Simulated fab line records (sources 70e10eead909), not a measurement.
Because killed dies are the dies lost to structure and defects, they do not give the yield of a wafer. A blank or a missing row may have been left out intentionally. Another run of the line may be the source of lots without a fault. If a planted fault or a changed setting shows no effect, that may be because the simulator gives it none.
Problem report in the 8D (eight disciplines) form, filled by code || flow nand_harc || the parts of the form that need people (team, actions taken, sign-off) are left out

## 1. WHAT IS WRONG
cd_nm at NHARC_A_BLC_CD_MEAS_10 reads a mean of 107.2 nm on 6 wafers of 2 lots; wafers without a fault read 99.9 nm with a standard deviation of 0.45. Measured from the usual mean, that is +16 standard deviations.
The step: target cd 100 nm.
The first sign was on wafer L438.1 at day 21 04:23, on cd_sem-03. The record holds 42 wafers of 14 lots with a number at this step. Rule for "out" (also "out of limits"): further than 4 standard deviations from the usual mean. All remaining wafers that have a number are taken as sound.

## 2. WHAT IT IS; WHAT IT IS NOT
{"question": "which readings at this step", "is": "cd_nm", "is not": "-"}
{"question": "which lots", "is": "L438, L442", "is not": "L423, L424, L425, L426, L428, L430, L431, L432, L433, L434, L439, L440"}
{"question": "which wafers of those lots", "is": "all that have a number", "is not": "-"}
{"question": "read on which gauges", "is": "cd_sem-03", "is not": "cd_sem-01, cd_sem-02"}
{"question": "when", "is": "from day 21 04:23", "is not": "up to then (36 sound wafers)"}

## 3. SUSPECTS, AND WHAT RULES EACH OUT
Counting: a tool at a process step up to the reading stays a suspect if it ran every lot that is out and no sound lot after the first of them.
- the gauge at NHARC_A_BLC_CD_MEAS_10: kept. All the wafers that are out were read on cd_sem-03, and no step on other tools shows them out.
- litho_track-01 at NHARC_A_BLC_PEB_08 (peb time 65 s): kept. Every lot that is out went through it, starting with L438 (day 21 04:19), and after that it ran no sound lot; the last sound lot it ran before then is L432 (day 19 19:39).
The count leaves cd_sem-03 at NHARC_A_BLC_CD_MEAS_10 and litho_track-01 at NHARC_A_BLC_PEB_08.

## 4. THE CAUSE (what the simulator had put in)
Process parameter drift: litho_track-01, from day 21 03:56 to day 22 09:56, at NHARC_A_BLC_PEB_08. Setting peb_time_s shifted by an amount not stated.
2 suspects survive the count, and this tool is in that group.

## 5. SEQUENCE OF EFFECTS, ordered by route
One row per reading whose mean, taken over the struck wafers that have a number, lies over 3 standard deviations from the usual. Only readings for which the record gives a usual standard deviation are gone through. hours: the time from each lot's start at the first step in this table that gives one to its start at this step, as a median over the lots. sigmas: the change in usual standard deviations.
{"hours": 0, "step": "NHARC_A_BLC_CD_MEAS_10", "reading": "cd_nm", "usual": "99.9 nm", "on struck wafers": 107.2, "change": "+7.3", "sigmas": "+16"}
Later measuring or inspecting steps at which every struck wafer that the step has a row for has a number for every such reading, and none has moved that far: NHARC_A_BLC_OVL_MEAS_11, NHARC_END_SORT_01.

## 6. HOW IT WOULD HAVE BEEN CAUGHT EARLIER
Counted from the fault's start at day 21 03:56, it took 0 hours until the first out-of-limits reading at a measuring or inspecting step in this record, taken at day 21 04:23.
No tool reading at NHARC_A_BLC_PEB_08 that has a usual standard deviation in the record was out on any struck wafer, so an alarm limit of 4 standard deviations on those readings would not have fired.
Of the lots that are out (2), L442 began NHARC_A_BLC_PEB_08 on litho_track-01 after day 21 04:23. A hold on the tool at that time would have spared it.
